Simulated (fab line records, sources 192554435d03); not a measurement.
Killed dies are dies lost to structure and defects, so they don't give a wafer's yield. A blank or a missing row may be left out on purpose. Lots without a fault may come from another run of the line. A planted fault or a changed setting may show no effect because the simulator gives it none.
fab line records | flow n5_finfet | part 2 of 2: steps 6 to 6 of 6
record lots=11 wafers=30 last_day=15
route steps=1938 shown HKMG_FIN@414 BEOL_M4@1096 BEOL_M5@1113 PASSIVATION@1936
lots that met no fault: from a run of the same line without faults
start_h: hours from the record's first day to the start of the lot's first wafer shown | wait_h: hours since the lot's step before | " the same as in the row above | L1.1+2: a row that stands for several wafers | - no value, or no start given | * or withheld: withheld | < > ~ a bound
route shown NAME@n: a module of which the file shows steps, and the number in the route of the first | usual: mean/standard deviation of fault-free wafers | same: alike in all rows | chamber/n: place in a boat | sites: the reading at each site | _std_site: their standard deviation | _edge_site: outer sites' mean less inner sites' | radius_mm: how far each site lies from the wafer's centre | mask NAME#n: copy n | behind: the tool/chamber that last shaped the wafer | hold: why the lot was held/for how many hours/how that ended | device: the transistor (n, p or np) that didn't switch | end of line: the same wafers' tests at the end of the route | a step without rows: its recipe alone | killed: dies lost to structure and defects at the first sort, not the wafer's yield | map: a wafer's dies, x killed, . not, _ none there
set.NAME: the setting as run; set.NAME@STEP: as run at that earlier step | model.NAME: the simulator's own value behind a step, which no gauge read
steps of the route over a sample of lots; a table a step, a row a wafer
services: from which hour (start_h, from the record's first day; less than 0 if before it) a tool's chamber was out of use, for how many hours, and why
## steps
# step N5_PASSIVATION_PROBE_49
# usual defect_limited_yield=91.1/1.3 killed_at_M0_to_M3=32/9.7 killed_at_M4_up=16/6 killed_at_contacts=12/5.9 killed_at_front_end=41/11 killed_at_other=4/3.1 killed_dies=104/16 killed_open=68/12 killed_short=34/7.4 sort_bin_4_leakage=0/0 sort_bin_5_function=5.1/0.85 sort_bin_6_memory=3.3/0.66 sort_bin_8_speed=0.1/0.53 sort_n_pass=1075/16 sort_yield_pct=91.1/1.4
# same gross_dies=1180 killed_at_back_side=0
# columns lot.wafer tool chamber start_h wait_h defect_limited_yield[%] killed_at_M0_to_M3 killed_at_M4_up killed_at_contacts killed_at_front_end killed_at_other killed_dies killed_open killed_short sort_bin_4_leakage[%] sort_bin_5_function[%] sort_bin_6_memory[%] sort_bin_8_speed[%] sort_n_pass sort_yield_pct[%]
L500.4 prober-01 - 285.25 0.3 91.4 42 12 9 32 7 102 59 37 0 4.9 3.4 0 1078 91.4
L500.6 prober-01 - 285.35 0.4 93.0 21 4 14 44 0 83 60 23 0 4.2 2.6 0.3 1093 92.6
L501.1 prober-02 - 291.22 0.0 91.7 25 16 4 50 3 98 65 29 0 4.5 3.6 0 1082 91.7
L501.2 prober-02 - 291.27 0.1 93.3 17 11 12 33 6 79 57 19 0 4.3 2.4 0 1101 93.3
L501.4 prober-02 - 291.37 0.2 90.6 36 17 18 36 4 111 69 38 0 5.4 3.6 0 1069 90.6
L502.2 prober-01 - 309.99 0.1 92.1 33 9 10 40 1 93 68 23 0 4.4 3.2 0 1087 92.1
L502.3 prober-01 - 310.04 0.1 89.2 36 15 5 59 12 127 82 37 0 5.9 4.5 0 1053 89.2
L505.3 prober-01 - 314.04 0.1 89.5 40 32 9 39 4 124 71 47 0 6.6 3.5 0 1056 89.5
L505.4 prober-01 - 314.09 0.2 90.7 42 22 12 30 4 110 68 39 0 5.3 3.4 0 1070 90.7
L505.6 prober-01 - 314.19 0.3 90.8 46 20 2 40 0 108 65 42 0 5.6 3.2 0 1072 90.8
L506.1 prober-02 - 319.56 0.2 90.3 34 15 11 51 3 114 80 34 0 4.4 5.0 0 1066 90.3
L506.3 prober-02 - 319.66 0.3 89.9 47 14 15 41 2 119 85 32 0 6.3 3.3 0 1061 89.9
L506.4 prober-02 - 319.71 0.3 92.4 29 13 11 34 3 90 59 30 0 4.8 2.6 0 1090 92.4
L507.2 prober-01 - 321.42 0.1 89.2 48 15 23 34 7 127 79 42 0 5.8 4.4 0 1053 89.2
L507.3 prober-01 - 321.47 0.1 92.0 31 24 12 26 1 94 53 41 0 4.8 2.9 0 1086 92.0
L507.5 prober-01 - 321.57 0.2 92.7 27 19 9 25 6 86 63 23 0 4.2 2.9 0 1094 92.7
L508.3 prober-01 - 332.30 0.1 92.6 19 18 18 27 5 87 57 28 0 5.0 2.2 0 1093 92.6
L508.4 prober-01 - 332.35 0.2 91.1 21 20 11 53 0 105 58 46 0 5.8 2.7 0 1075 91.1
L508.6 prober-01 - 332.45 0.3 90.4 29 20 15 47 2 113 67 39 0 5.3 3.4 0 1067 90.4
L504.1 prober-02 - 341.58 0.0 90.0 45 18 8 46 1 118 65 45 0 5.7 3.3 0 1062 90.0
L504.4 prober-02 - 341.73 0.2 90.1 39 17 8 44 9 117 76 41 0 6.0 3.7 0 1063 90.1
L504.5 prober-02 - 341.78 0.2 92.1 31 12 3 42 5 93 58 35 0 4.2 3.6 0 1087 92.1
L509.5 prober-02 - 343.45 0.2 91.4 48 12 16 23 2 101 66 35 0 5.1 3.3 0 1079 91.4
L509.6 prober-02 - 343.50 0.3 92.2 30 14 13 31 4 92 65 26 0 4.7 2.9 0 1088 92.2
L510.2 prober-02 - 346.97 0.1 93.5 25 11 7 31 3 77 47 21 2.71 2.9 2.9 0 1071 90.8
L510.4 prober-02 - 347.07 0.2 91.8 36 12 16 29 4 97 72 23 12.97 4.7 3.0 0 930 78.8
L510.6 prober-02 - 347.17 0.3 92.5 29 15 12 30 2 88 56 32 5.76 4.8 2.3 0 1024 86.8
L511.1 prober-02 - 365.95 0.0 88.6 29 18 32 56 0 135 94 37 1.27 6.5 4.6 0 1030 87.3
L511.2 prober-02 - 366.00 0.1 92.5 19 14 11 42 2 88 57 30 2.54 4.2 2.9 0 1062 90.0
L511.6 prober-02 - 366.20 0.3 91.9 22 14 27 33 0 96 71 25 35.25 5.0 3.1 0 668 56.6
# killed by level:class
L500.4 BEOL_M0:geometric_particle:short=11 STI_FIN_REVEAL:geometric_particle:open=9 BEOL_M0_SAQP:geometric_particle:short=8 BEOL_M0_SAQP:geometric_particle:open=8 BEOL_M0:geometric_particle:open=8 FIN_SAQP:geometric_particle:open=5 MOL_CONTACT_COAG:geometric_particle:open=5 DUMMY_GATE:geometric_particle:open=4
L500.6 MOL_CONTACT_COAG:geometric_particle:open=13 FIN_SAQP:geometric_particle:open=10 STI_FIN_REVEAL:geometric_particle:open=9 BEOL_M0_SAQP:geometric_particle:open=5 BEOL_M1:geometric_particle:open=5 STARTING-WAFER:geometric_particle:open=5 FIN_SAQP:geometric_particle:short=4 GATE_CUT:geometric_particle:short=4
L501.1 FIN_SAQP:geometric_particle:short=12 DUMMY_GATE:geometric_particle:open=11 FIN_SAQP:geometric_particle:open=8 STI_FIN_REVEAL:geometric_particle:open=6 BEOL_M1:geometric_particle:open=5 MOL_CONTACT_COAG:geometric_particle:open=4 BEOL_M2:geometric_particle:open=4 BEOL_M5:geometric_particle:open=4
L501.2 MOL_CONTACT_COAG:geometric_particle:open=10 FIN_SAQP:geometric_particle:open=6 FIN_SAQP:geometric_particle:short=5 STI_FIN_REVEAL:geometric_particle:open=5 DUMMY_GATE:geometric_particle:open=5 GATE_CUT:geometric_particle:open=5 BEOL_M0:geometric_particle:open=4 BEOL_M7:geometric_particle:open=4
L501.4 MOL_CONTACT_COAG:geometric_particle:open=15 BEOL_M1:geometric_particle:open=10 STI_FIN_REVEAL:geometric_particle:open=8 BEOL_M0_SAQP:geometric_particle:short=6 GATE_CUT:geometric_particle:open=5 BEOL_M0:geometric_particle:open=5 FIN_SAQP:geometric_particle:short=4 FIN_SAQP:geometric_particle:open=4
L502.2 BEOL_M3:geometric_particle:open=13 FIN_SAQP:geometric_particle:open=12 STI_FIN_REVEAL:geometric_particle:open=10 BEOL_M0:geometric_particle:open=7 MOL_CONTACT_COAG:geometric_particle:short=6 FIN_SAQP:geometric_particle:short=4 STARTING-WAFER:geometric_particle:open=4 MOL_CONTACT_COAG:geometric_particle:open=4
L502.3 FIN_SAQP:geometric_particle:open=17 DUMMY_GATE:geometric_particle:open=11 BEOL_M1:geometric_particle:open=10 FIN_SAQP:geometric_particle:short=9 STI_FIN_REVEAL:geometric_particle:open=7 PASSIVATION:area_etch=7 BEOL_M3:geometric_particle:open=6 BEOL_M4:geometric_particle:open=5
L505.3 BEOL_M4:geometric_particle:open=10 BEOL_M0_SAQP:geometric_particle:short=8 MOL_CONTACT_COAG:geometric_particle:open=8 FIN_SAQP:geometric_particle:short=7 FIN_SAQP:geometric_particle:open=7 BEOL_M1:geometric_particle:open=7 GATE_CUT:geometric_particle:short=6 BEOL_M2:geometric_particle:open=6
L505.4 BEOL_M3:geometric_particle:open=12 BEOL_M0_SAQP:geometric_particle:open=9 MOL_CONTACT_COAG:geometric_particle:open=8 GATE_CUT:geometric_particle:short=7 BEOL_M1:geometric_particle:open=6 FIN_SAQP:geometric_particle:short=5 FIN_SAQP:geometric_particle:open=4 BEOL_M1:geometric_particle:short=4
L505.6 BEOL_M0_SAQP:geometric_particle:short=16 BEOL_M4:geometric_particle:open=10 FIN_SAQP:geometric_particle:short=8 BEOL_M0_SAQP:geometric_particle:open=8 BEOL_M2:geometric_particle:open=7 STI_FIN_REVEAL:geometric_particle:open=6 BEOL_M3:geometric_particle:open=6 FIN_SAQP:geometric_particle:open=5
L506.1 FIN_SAQP:geometric_particle:short=13 BEOL_M1:geometric_particle:open=13 FIN_SAQP:geometric_particle:open=10 STI_FIN_REVEAL:geometric_particle:open=9 BEOL_M2:geometric_particle:open=9 MOL_CONTACT_COAG:geometric_particle:open=8 BEOL_M3:geometric_particle:open=6 BEOL_M4:geometric_particle:open=6
L506.3 MOL_CONTACT_COAG:geometric_particle:open=12 BEOL_M1:geometric_particle:open=11 FIN_SAQP:geometric_particle:open=11 BEOL_M2:geometric_particle:open=9 STI_FIN_REVEAL:geometric_particle:open=8 BEOL_M3:geometric_particle:open=8 FIN_SAQP:geometric_particle:short=7 BEOL_M4:geometric_particle:open=7
L506.4 BEOL_M1:geometric_particle:open=11 FIN_SAQP:geometric_particle:short=9 MOL_CONTACT_COAG:geometric_particle:open=9 FIN_SAQP:geometric_particle:open=6 BEOL_M5:geometric_particle:open=6 BEOL_M0_SAQP:geometric_particle:short=5 DUMMY_GATE:geometric_particle:open=4 GATE_CUT:geometric_particle:open=4
L507.2 MOL_CONTACT_COAG:geometric_particle:open=17 BEOL_M2:geometric_particle:open=12 STI_FIN_REVEAL:geometric_particle:open=11 BEOL_M0_SAQP:geometric_particle:short=10 BEOL_M0_SAQP:geometric_particle:open=8 MOL_CONTACT_COAG:geometric_particle:short=6 BEOL_M2:geometric_particle:short=5 FIN_SAQP:geometric_particle:short=4
L507.3 STI_FIN_REVEAL:geometric_particle:open=15 MOL_CONTACT_COAG:geometric_particle:open=9 BEOL_M0_SAQP:geometric_particle:short=9 BEOL_M4:geometric_particle:short=9 BEOL_M1:geometric_particle:open=5 FIN_SAQP:geometric_particle:open=4 BEOL_M0_SAQP:geometric_particle:open=4 MOL_CONTACT_COAG:geometric_particle:short=3
L507.5 BEOL_M4:geometric_particle:open=10 BEOL_M2:geometric_particle:open=9 MOL_CONTACT_COAG:geometric_particle:open=8 BEOL_M0_SAQP:geometric_particle:open=5 FIN_SAQP:geometric_particle:short=4 BEOL_M3:geometric_particle:open=4 BEOL_M8:geometric_particle:open=4 STARTING-WAFER:geometric_particle:short=4
L508.3 MOL_CONTACT_COAG:geometric_particle:open=15 FIN_SAQP:geometric_particle:short=11 BEOL_M4:geometric_particle:open=8 BEOL_M0_SAQP:geometric_particle:open=6 FIN_SAQP:geometric_particle:open=4 ILD0:geometric_particle:open=3 MOL_CONTACT_COAG:geometric_particle:short=3 BEOL_M0_SAQP:geometric_particle:short=3
L508.4 FIN_SAQP:geometric_particle:short=20 MOL_CONTACT_COAG:geometric_particle:open=10 BEOL_M4:geometric_particle:open=8 FIN_SAQP:geometric_particle:open=6 STARTING-WAFER:geometric_particle:short=5 BEOL_M2:geometric_particle:open=4 GATE_CUT:geometric_particle:short=4 BEOL_M0_SAQP:geometric_particle:open=4
L508.6 FIN_SAQP:geometric_particle:short=13 MOL_CONTACT_COAG:geometric_particle:open=13 FIN_SAQP:geometric_particle:open=9 BEOL_M0_SAQP:geometric_particle:short=9 DUMMY_GATE:geometric_particle:open=8 BEOL_M2:geometric_particle:open=6 BEOL_M0_SAQP:geometric_particle:open=5 BEOL_M4:geometric_particle:short=4
L504.1 BEOL_M2:geometric_particle:open=12 BEOL_M0_SAQP:geometric_particle:short=8 FIN_SAQP:geometric_particle:open=7 BEOL_M4:geometric_particle:open=7 HKMG_FIN:area_etch=7 FIN_SAQP:geometric_particle:short=6 DUMMY_GATE:geometric_particle:open=6 MOL_CONTACT_COAG:geometric_particle:open=6
L504.4 BEOL_M0_SAQP:geometric_particle:short=10 BEOL_M2:geometric_particle:open=10 STI_FIN_REVEAL:geometric_particle:open=9 BEOL_M0_SAQP:geometric_particle:open=9 FIN_SAQP:geometric_particle:open=8 BEOL_M4:geometric_particle:open=7 GATE_CUT:geometric_particle:short=6 FIN_SAQP:geometric_particle:short=5
L504.5 FIN_SAQP:geometric_particle:open=12 FIN_SAQP:geometric_particle:short=11 BEOL_M1:geometric_particle:open=8 BEOL_M0_SAQP:geometric_particle:short=7 BEOL_M2:geometric_particle:open=6 BEOL_M5:geometric_particle:open=5 STARTING-WAFER:geometric_particle:short=5 BEOL_M0_SAQP:geometric_particle:open=4
L509.5 MOL_CONTACT_COAG:geometric_particle:open=14 BEOL_M0_SAQP:geometric_particle:short=11 BEOL_M3:geometric_particle:open=10 BEOL_M0_SAQP:geometric_particle:open=8 BEOL_M2:geometric_particle:open=6 BEOL_M2:geometric_particle:short=6 FIN_SAQP:geometric_particle:open=4 STI_FIN_REVEAL:geometric_particle:open=3
L509.6 MOL_CONTACT_COAG:geometric_particle:open=11 BEOL_M0_SAQP:geometric_particle:open=8 BEOL_M0_SAQP:geometric_particle:short=8 FIN_SAQP:geometric_particle:open=6 BEOL_M4:geometric_particle:open=6 GATE_CUT:geometric_particle:short=4 STI_FIN_REVEAL:geometric_particle:open=4 GATE_CUT:geometric_particle:open=4
L510.2 BEOL_M1:geometric_particle:open=8 HKMG_FIN:area_etch=6 STI_FIN_REVEAL:geometric_particle:open=5 MOL_CONTACT_COAG:geometric_particle:open=5 BEOL_M0:geometric_particle:open=5 STI_FIN_REVEAL:geometric_particle:short=3 GATE_CUT:geometric_particle:open=3 BEOL_M1:geometric_particle:short=3
L510.4 STI_FIN_REVEAL:geometric_particle:open=16 MOL_CONTACT_COAG:geometric_particle:open=15 BEOL_M0_SAQP:geometric_particle:open=9 BEOL_M0_SAQP:geometric_particle:short=7 BEOL_M3:geometric_particle:open=7 BEOL_M4:geometric_particle:open=5 FIN_SAQP:geometric_particle:short=4 BEOL_M1:geometric_particle:open=4
L510.6 MOL_CONTACT_COAG:geometric_particle:open=11 BEOL_M0_SAQP:geometric_particle:short=9 STI_FIN_REVEAL:geometric_particle:open=7 BEOL_M8:geometric_particle:open=7 FIN_SAQP:geometric_particle:short=6 GATE_CUT:geometric_particle:short=6 BEOL_M3:geometric_particle:open=6 BEOL_M1:geometric_particle:open=5
L511.1 MOL_CONTACT_COAG:geometric_particle:open=20 FIN_SAQP:geometric_particle:open=14 BEOL_M2:geometric_particle:open=13 MOL_CONTACT_COAG:geometric_particle:short=10 BEOL_M4:geometric_particle:open=10 STI_FIN_REVEAL:geometric_particle:open=7 DUMMY_GATE:geometric_particle:open=7 FIN_SAQP:geometric_particle:short=6
L511.2 FIN_SAQP:geometric_particle:open=18 MOL_CONTACT_COAG:geometric_particle:open=8 BEOL_M0_SAQP:geometric_particle:open=5 FIN_SAQP:geometric_particle:short=4 STI_FIN_REVEAL:geometric_particle:open=4 DUMMY_GATE:geometric_particle:open=4 BEOL_M1:geometric_particle:open=3 MOL_CONTACT_COAG:geometric_particle:short=3
L511.6 MOL_CONTACT_COAG:geometric_particle:open=22 FIN_SAQP:geometric_particle:open=10 STI_FIN_REVEAL:geometric_particle:open=5 MOL_CONTACT_COAG:geometric_particle:short=5 BEOL_M0_SAQP:geometric_particle:open=5 BEOL_M2:geometric_particle:open=5 BEOL_M5:geometric_particle:open=5 FIN_SAQP:geometric_particle:short=4
## services
# columns tool chamber start_h hours kind
uv_cure-03 - 63.39 1.0 pm
pecvd-04 - 73.51 0.4 repair
pecvd-01 0 76.29 13.2 repair
uv_cure-03 - 98.47 3.6 repair
uv_cure-02 - 98.73 7.0 repair
pecvd-04 - 99.25 28.1 pm
pvd_sputter-02 - 101.43 1.7 repair
pecvd-01 2 104.13 4.0 repair
pecvd-03 - 107.65 2.9 repair
uv_cure-03 - 117.67 3.4 pm
pvd_sputter-01 - 118.52 3.9 repair
pecvd-01 2 131.50 6.3 repair
rtp_anneal-01 - 151.01 1.8 pm
pecvd-04 - 155.23 2.8 pm
uv_cure-03 - 159.76 2.9 repair
pecvd-04 - 160.06 0.3 repair
uv_cure-01 - 174.64 0.7 repair
uv_cure-02 - 176.10 7.5 pm
uv_cure-01 - 200.26 0.2 repair
pecvd-04 1 210.67 3.4 repair
uv_cure-01 - 211.02 1.0 pm
pecvd-03 0 243.03 4.9 repair
pecvd-01 2 245.23 12.9 repair
uv_cure-01 - 248.69 7.5 pm
## key
first_sign step=N5_BEOL_M4_RC_MEAS_101 reading=IOFF_P_LONG direction=up sigmas=15 usual=0.000106 struck=0.00025
effect step=N5_BEOL_M4_RC_MEAS_101 reading=IOFF_P_LIN direction=up sigmas=11 usual=0.102 struck=0.255
effect step=N5_BEOL_M4_RC_MEAS_101 reading=VT_P_LONG direction=up sigmas=9.5 usual=-275 struck=-247
effect step=N5_BEOL_M4_RC_MEAS_101 reading=VT_P direction=up sigmas=8.6 usual=-250.0 struck=-224.7
effect step=N5_BEOL_M4_RC_MEAS_101 reading=VT_N_LVT direction=up sigmas=8.3 usual=97 struck=128
effect step=N5_BEOL_M4_RC_MEAS_101 reading=IOFF_P direction=up sigmas=7.9 usual=0.21 struck=0.52
effect step=N5_BEOL_M4_RC_MEAS_101 reading=IOFF_P_85C direction=up sigmas=7.4 usual=3.7 struck=7.8
effect step=N5_BEOL_M4_RC_MEAS_101 reading=ION_P direction=up sigmas=3.9 usual=465 struck=499
effect step=N5_BEOL_M4_RC_MEAS_101 reading=IGATE_P direction=up sigmas=2.9 usual=0.0039 struck=0.0054
effect step=N5_BEOL_M4_RC_MEAS_101 reading=IGATE_N direction=up sigmas=2.7 usual=0.0133 struck=0.0180
effect step=N5_PASSIVATION_PROBE_49 reading=sort_bin_4_leakage direction=up sigmas=99+ usual=0 struck=10.08
met_at N5_HKMG_FIN_RTA_80
struck_lots L510,L511
not_acting_at N5_BEOL_M4_SPUTTER_92,N5_BEOL_M4_DEP_57,N5_BEOL_M5_CURE_79
onset_between 127.60 134.76
also_fits time
fault kind=process_parameter_drift tool=rtp_anneal-01 chamber=- onset_h=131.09 steps=N5_HKMG_FIN_RTA_80 channel=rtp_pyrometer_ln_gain offset=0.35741 shape=step end_h=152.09
